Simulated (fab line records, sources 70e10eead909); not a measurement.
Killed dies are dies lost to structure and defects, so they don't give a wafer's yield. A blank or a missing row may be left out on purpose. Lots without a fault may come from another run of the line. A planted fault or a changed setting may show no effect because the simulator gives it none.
Chamber matching | flow nand_harc | NHARC_P_GATE_DESCUM_31 on rie_diel-10: 4 sister chambers
The step chemistry O2, time 3 s. 22 wafers are shown with their chamber, then 11 later ones without.

WAFERS WITH THEIR CHAMBER
wafer  | chamber | showerhead_plenum_p_Torr (Torr) | drypump_motor_current_A (A) | oes_product_au (a.u.)
L078.4 | 2       | 1.97                            | 6.1                         | 1.011
L078.5 | 0       | 1.80                            | 6.0                         | 1.007
L078.6 | 3       | 1.98                            | 5.4                         | 1.004
L079.1 | 3       | 1.98                            | 5.4                         | 0.999
L079.4 | 1       | 1.82                            | 5.6                         | 1.001
L079.5 | 0       | 1.80                            | 6.0                         | 0.996
L080.3 | 3       | 1.98                            | 5.4                         | 0.990
L080.4 | 2       | 1.97                            | 6.1                         | 1.002
L080.6 | 2       | 1.97                            | 6.1                         | 1.000
L081.2 | 1       | 1.82                            | 5.6                         | 0.983
L081.3 | 3       | 1.98                            | 5.4                         | 0.979
L081.6 | 0       | 1.80                            | 6.0                         | 0.993
L082.1 | 2       | 1.97                            | 6.1                         | 1.021
L082.3 | 1       | 1.82                            | 5.6                         | 0.988
L082.5 | 2       | 1.96                            | 6.1                         | 1.010
L084.2 | 3       | 1.98                            | 5.4                         | 0.988
L084.3 | 2       | 1.96                            | 6.1                         | 1.015
L084.4 | 0       | 1.80                            | 5.9                         | 1.002
L085.1 | 3       | 1.98                            | 5.4                         | 0.989
L085.2 | 0       | 1.80                            | 5.9                         | 0.999
L085.4 | 2       | 1.96                            | 6.1                         | 1.017
L086.1 | 0       | 1.80                            | 5.9                         | 1.016

SIGNATURES (means of the wafers above)
reading                  | chamber 0 | chamber 1 | chamber 2 | chamber 3 | scatter within a chamber
showerhead_plenum_p_Torr | 1.8000    | 1.8200    | 1.9657    | 1.9800    | 0.00309
drypump_motor_current_A  | 5.950     | 5.600     | 6.100     | 5.400     | 0.0289
oes_product_au           | 1.00217   | 0.99067   | 1.01086   | 0.99150   | 0.00838
Rule: a wafer's distance from a chamber is the root of the sum, over the readings, of the square of ((its reading less the chamber's mean) divided by the reading's scatter). The wafer belongs to the nearest chamber; if the next one is less than 2 further off, it can't be placed. The scatter: the root of (the sum of the squares of (reading less its chamber's mean) over the shown wafers, divided by (wafers less chambers)).

WAFERS WITHOUT THEIR CHAMBER
wafer  | showerhead_plenum_p_Torr (Torr) | drypump_motor_current_A (A) | oes_product_au (a.u.)
L086.5 | 1.98                            | 5.4                         | 0.993
L086.6 | 1.96                            | 6.1                         | 1.018
L091.2 | 1.80                            | 6.0                         | 0.990
L091.4 | 1.97                            | 5.4                         | 0.987
L091.5 | 1.96                            | 6.1                         | 1.002
L093.1 | 1.82                            | 5.6                         | 0.994
L093.4 | 1.96                            | 6.1                         | 1.015
L093.6 | 1.96                            | 6.1                         | 1.011
L094.3 | 1.96                            | 6.1                         | 1.015
L094.4 | 1.97                            | 5.4                         | 1.005
L094.5 | 1.80                            | 6.0                         | 0.994

WHICH CHAMBER EACH WENT THROUGH
wafer  | from the rows above | in truth
L086.5 | 3                   | 3
L086.6 | 2                   | 2
L091.2 | 0                   | 0
L091.4 | 3                   | 3
L091.5 | 2                   | 2
L093.1 | 1                   | 1
L093.4 | 2                   | 2
L093.6 | 2                   | 2
L094.3 | 2                   | 2
L094.4 | 3                   | 3
L094.5 | 0                   | 0
Placed correctly: 11 of 11. Can't be placed from these rows: 0. Placed wrongly: 0.
